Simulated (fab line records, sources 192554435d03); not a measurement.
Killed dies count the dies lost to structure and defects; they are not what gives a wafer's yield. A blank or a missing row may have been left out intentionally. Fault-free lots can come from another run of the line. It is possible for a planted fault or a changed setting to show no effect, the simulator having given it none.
Comparing a struck lot with a sound one | flow n5_finfet | 15 steps out of a route of 1938
Sound: these wafers, L242.2, L242.4, L242.5. Wafers L245.2, L245.3, L245.6 were the ones struck. The cause is given at the end.
Per side, at each step with rows, come the tool, then ch with its chambers, and then its first start. Under that, the readings that differ: sound wafers | struck wafers | difference of the means | sigmas: that difference in standard deviations of wafers without a fault.
alike: words and numbers the same on both sides, and readings whose means are apart by under 2 such deviations; not compared: readings that were withheld, readings missing a value for some wafer, numbers with overlapping values and no deviation given by the record, and bounds like >300 which may hide the same value.
Wherever a step has rows on one side only, a row that says differs or no value, or a row with sigmas, the two part there. Non-overlapping numbers with no deviation appear without sigmas and do not part them. A reading missing from all wafers of one side parts the sides only when that side holds two or more wafers.

N5_BEOL_M12_CD_MEAS_10 targets a cd of 140 nm.
  sound on cd_sem-03 ch 0, day 12 11:46; struck on cd_sem-02 ch 0, day 14 09:35
  alike: cd_nm
N5_BEOL_M12_OVL_MEAS_11:
  sound on overlay-01 ch 0, day 12 11:49; struck on overlay-02 ch 0, day 14 09:37
  alike: V11_OVL
N5_BEOL_M12_INSPECT_12: inspects for defects (macro).
  sound on defect_inspect-01, day 12 11:50; struck on defect_inspect-02, day 14 09:38
  alike: raw_defect_count
N5_BEOL_M12_DESCUM_15: chemistry O2, time 7.9 s.
  sound on rie_diel-02 ch 2,3, day 12 11:53; struck on rie_diel-06 ch 1,2,3, day 14 09:59
  alike: drypump_motor_current_A, oes_product_au, rf_vpp_V, showerhead_plenum_p_Torr, throttle_valve_pct
  not compared: rf_hours_counter_h
N5_BEOL_M12_ETCH_59: etches BARC in N2/H2, target depth 89 nm, overetch 26.7 nm, time 67.9 s.
  sound on rie_diel-02 ch 2,3, day 12 11:55; struck on rie_diel-06 ch 1,2,3, day 14 10:01
  alike: drypump_motor_current_A, h2_flow_sccm, oes_product_au, rf_vpp_V, showerhead_plenum_p_Torr, throttle_valve_pct
  not compared: rf_hours_counter_h
N5_BEOL_M12_VIA_ETCH_16: etches SiOC in C4F8/O2/Ar, target depth 724.8 nm.
  sound on rie_diel-02 ch 2,3, day 12 11:58; struck on rie_diel-06 ch 1,2,3, day 14 10:04
  alike: drypump_motor_current_A, oes_product_au, rf_vpp_V, showerhead_plenum_p_Torr, throttle_valve_pct
N5_BEOL_M12_STRIP_63: strips in N2/H2.
  sound on plasma_asher-02 ch 0,1, day 12 12:10; struck on plasma_asher-02 ch 0,1, day 14 10:16
  alike: drypump_motor_current_A, h2_flow_sccm, heater_power_w, oes_product_au, strip_time_to_endpoint_s
  not compared: rf_hours_counter_h
N5_BEOL_M12_STRIP_64: strips in N2/H2.
  sound on plasma_asher-02 ch 0,1, day 12 12:13; struck on plasma_asher-02 ch 0,1, day 14 10:19
  alike: drypump_motor_current_A, h2_flow_sccm, heater_power_w, oes_product_au, strip_time_to_endpoint_s
  not compared: rf_hours_counter_h
then, 2 steps without rows for these wafers: N5_BEOL_M12_STRIP_71 (strips in post etch residue remover, time 60 s); N5_BEOL_M12_SRD_72 (time 30 s, dry time 30 s).
N5_BEOL_M12_CD_MEAS_17 targets a cd of 140 nm.
  sound on cd_sem-02, day 12 12:22; struck on cd_sem-03, day 14 10:28
  reading    | sound             | struck            | difference | sigmas
  cd_nm (nm) | 138.7 138.6 139.2 | 142.9 141.1 143.2 | +3.6       | +2
then, 1 step without rows for these wafers: N5_BEOL_M12_COAT_65 (time 60 s, resist thk 300 nm).
N5_BEOL_M12_COAT_66: time 60 s, resist thk 110 nm.
  sound on litho_track-01 ch 0, day 12 12:25; struck on litho_track-01 ch 0, day 14 10:31
  reading                  | sound                | struck               | difference | sigmas
  heater_power_total_W (W) | 429.9 424.8 430.4    | 398.1 400.5 402.0    | -28.2      | -14
  plate_temp_C (C)         | 220.03 220.06 220.04 | 208.64 208.44 208.46 | -11.53     | -64
then, 2 steps without rows for these wafers: N5_BEOL_M12_COAT_22 (resist thk 300 nm); N5_PASSIVATION_PROBE_49.

== WHERE THEY PART ==
Earliest at N5_BEOL_M12_CD_MEAS_17; latest, in this record, at N5_BEOL_M12_COAT_66.

WHY: whatever the simulator had introduced
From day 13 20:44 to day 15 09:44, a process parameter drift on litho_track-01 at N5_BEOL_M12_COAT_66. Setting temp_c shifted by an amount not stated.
